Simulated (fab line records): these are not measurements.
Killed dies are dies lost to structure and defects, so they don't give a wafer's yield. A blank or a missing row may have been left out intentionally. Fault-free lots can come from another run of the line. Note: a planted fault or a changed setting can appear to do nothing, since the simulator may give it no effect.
Lot-split experiment -- flow n5 finfet -- on a route of 1938 steps: 7 lots, 21 wafers read

## SPLIT DETAILS
At N5_BEOL_M10_VIA_ETCH_34 (etches SiCOH lowk in C4F6/O2, target depth 184.5 nm, time 69.2 s), the setting source w was moved away from the recipe's 345 W on 3 of the 21 wafers read, by +12.2% to +15.1%. This setting was run at the recipe's value on the other wafers.

The reading is taken at the split's own step.

## THE READING
rf vpp V, in V, at N5_BEOL_M10_VIA_ETCH_34 (etches SiCOH lowk in C4F6/O2, target depth 184.5 nm, time 69.2 s). Typical for fault-free wafers on this fab line: 663 V, with standard deviation 5.2 V.

wafer,"tool, chamber at the split","source w as run, W",against the recipe,"rf vpp V, V",against lot-mates on the recipe
L076.2,"rie diel-01, 2",345,recipe,659,-
L076.4,"rie diel-01, 1",345,recipe,664,-
L076.6,"rie diel-01, 2",345,recipe,658,-
L078.1,"rie diel-05, 2",345,recipe,657,-
L078.3,"rie diel-05, 3",345,recipe,674,-
L078.6,"rie diel-05, 3",345,recipe,674,-
L079.2,"rie diel-01, 2",345,recipe,658,-
L079.5,"rie diel-01, 2",345,recipe,659,-
L079.6,"rie diel-01, 3",345,recipe,667,-
L083.3,"rie diel-06, 1",345,recipe,656,-
L083.5,"rie diel-06, 1",345,recipe,659,-
L083.6,"rie diel-06, 3",345,recipe,669,-
L086.1,"rie diel-05, 1",345,recipe,662,-
L086.5,"rie diel-05, 2",397.1,+15.1%,611,-51
L086.6,"rie diel-05, 1",397.1,+15.1%,616,-46
L094.2,"rie diel-05, 3",345,recipe,676,-
L094.3,"rie diel-05, 2",345,recipe,657,-
L094.6,"rie diel-05, 0",387.2,+12.2%,626,-40
L096.2,"rie diel-06, 1",345,recipe,658,-
L096.5,"rie diel-06, 1",345,recipe,657,-
L096.6,"rie diel-06, 0",345,recipe,666,-

THE FIT
A straight line over all 21 wafers: rf vpp V changes by -3.2 V for each +1% of source w; r = -0.93; the points scatter about the line by 6.4 V.
The same after taking each lot's own level away (the mean of its wafers on the recipe; 21 wafers): -3.24 V for each +1%; r = -0.95; scatter 5.6 V.
That fit puts the effect of the largest move of source w on the reading at 49 V.
The lots' own levels span 660.3 to 668.3 V, that is 1.5 times the standard deviation above.
So the lot-to-lot level changes the slope little: the two slopes agree.
Check: with one of the wafers moved furthest among these (+15.1%) left out of the fit, the line predicts -47.6 V for it against its lot-mates. It came out at -51 V against them.
Tool readings at the split's step, against how far the setting was moved: rf vpp V r = -0.93.

## OTHER SPLITS APPLIED TO THESE WAFERS
These wafers also went through other splits before the reading. Each is held against what the fit with the lots' levels taken away leaves over:
other split on the same wafers,wafers away from the commonest value,r with rf vpp V (lot level and that fit taken away)
N5_BEOL_M3_ETCH_41 target depth a,5,-0.05
N5_BEOL_M5_ETCH_72 bias w,7,-0.08
N5_BEOL_M5_COAT_22 spin rpm,8,-0.08
N5_BEOL_M6_COAT_60 spin rpm,6,-0.17
N5_BEOL_M6_ETCH_62 time s,5,-0.15
N5_BEOL_M7_PECVD_70 temp c,6,-0.11
N5_BEOL_M7_COAT_05 spin rpm,9,+0.06
N5_BEOL_M7_EXPOSE_25 dose mj,7,+0.09
N5_BEOL_M7_DESCUM_33 time s,10,+0.20
N5_BEOL_M9_EXPOSE_25 dose mj,9,+0.18

## THE WHOLE CHAIN: every reading that the file lists as answering this split, in the file's order
step,what it does,reading,change (the file's fit),r (the file's)
N5_BEOL_M10_VIA_ETCH_34,"etches SiCOH lowk in C4F6/O2, target depth 184.5 nm, time 69.2 s",rf vpp V,-3.24 V for each +1% of the setting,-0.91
N5_BEOL_M10_VIA_ETCH_34,"etches SiCOH lowk in C4F6/O2, target depth 184.5 nm, time 69.2 s","etch.depth nm (the simulator's own value, which no gauge read)",+0.588 nm for each +1% of the setting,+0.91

## FILE'S OWN FIT
rf vpp V changes by -3.24 V for each +1% of source w, r = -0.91.
